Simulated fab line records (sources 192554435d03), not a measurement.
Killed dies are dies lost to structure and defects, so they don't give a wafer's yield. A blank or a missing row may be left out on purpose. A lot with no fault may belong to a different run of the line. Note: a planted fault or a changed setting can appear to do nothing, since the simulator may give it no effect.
Matching of chambers | flow n5 finfet | 4 sister chambers for N5_BEOL_M13_TRENCH_ETCH_34 on rie diel-06
The step etches SiOC in C4F8/O2/Ar, target depth 413.47 nm, time 162.6 s. 20 wafers are shown with their chamber, then 10 later ones without.

== EACH WAFER AND ITS CHAMBER ==
wafer  | chamber | drypump motor current A (A) | throttle valve pct (%) | showerhead plenum p Torr (Torr)
L074.2 | 3       | 5.41                        | 24.33                  | 3.61
L074.3 | 0       | 5.92                        | 24.42                  | 3.57
L074.5 | 2       | 6.04                        | 24.19                  | 3.27
L083.1 | 0       | 5.93                        | 24.43                  | 3.56
L083.2 | 1       | 6.23                        | 23.94                  | 3.24
L083.5 | 0       | 5.90                        | 24.43                  | 3.56
L080.1 | 3       | 5.42                        | 24.35                  | 3.60
L080.3 | 1       | 6.26                        | 23.97                  | 3.24
L080.4 | 0       | 5.92                        | 24.44                  | 3.56
L084.2 | 0       | 5.90                        | 24.43                  | 3.55
L084.4 | 0       | 5.91                        | 24.44                  | 3.55
L084.6 | 2       | 6.02                        | 24.23                  | 3.26
L086.1 | 2       | 5.99                        | 24.23                  | 3.25
L086.2 | 3       | 5.43                        | 24.37                  | 3.59
L086.4 | 3       | 5.41                        | 24.37                  | 3.59
L087.4 | 1       | 6.29                        | 23.60                  | 3.63
L087.5 | 0       | 5.93                        | 24.46                  | 3.55
L087.6 | 3       | 5.41                        | 24.38                  | 3.59
L091.1 | 1       | 6.23                        | 23.59                  | 3.63
L091.3 | 0       | 5.95                        | 24.47                  | 3.55

SIGNATURES (means of the wafers above)
reading                  | chamber 0 | chamber 1 | chamber 2 | chamber 3 | scatter within a chamber
drypump motor current A  | 5.9200    | 6.2525    | 6.0167    | 5.4160    | 0.0195
throttle valve pct       | 24.4400   | 23.7750   | 24.2167   | 24.3600   | 0.0918
showerhead plenum p Torr | 3.5562    | 3.4350    | 3.2600    | 3.5960    | 0.0978
Rule: a wafer lies at a distance from a chamber equal to the root of the sum of squares, over the readings, of (its reading less the chamber's mean, divided by the reading's scatter). If the next closest chamber is less than 2 further off than the closest, the wafer can't be placed; otherwise it belongs to the closest. The scatter: the root of (the sum of the squares of (reading less its chamber's mean) over the shown wafers, divided by (wafers less chambers)).

== WAFERS WITHOUT THEIR CHAMBER ==
wafer  | drypump motor current A (A) | throttle valve pct (%) | showerhead plenum p Torr (Torr)
L091.6 | 6.02                        | 24.23                  | 3.25
L093.1 | 5.42                        | 24.40                  | 3.58
L093.3 | 6.26                        | 23.62                  | 3.63
L093.5 | 6.26                        | 23.61                  | 3.63
L092.3 | 5.98                        | 24.24                  | 3.25
L092.4 | 5.90                        | 24.45                  | 3.54
L092.5 | 5.90                        | 24.46                  | 3.54
L097.1 | 5.41                        | 24.41                  | 3.58
L097.3 | 6.25                        | 23.64                  | 3.62
L097.5 | 6.25                        | 23.63                  | 3.62

== WHICH CHAMBER EACH ONE RAN IN ==
wafer  | from the rows above | in truth
L091.6 | 2                   | 2
L093.1 | 3                   | 3
L093.3 | 1                   | 1
L093.5 | 1                   | 1
L092.3 | 2                   | 2
L092.4 | 0                   | 0
L092.5 | 0                   | 0
L097.1 | 3                   | 3
L097.3 | 1                   | 1
L097.5 | 1                   | 1
10 of 10 placed correctly. Can't be placed from these rows: 0. Placed wrongly: 0.
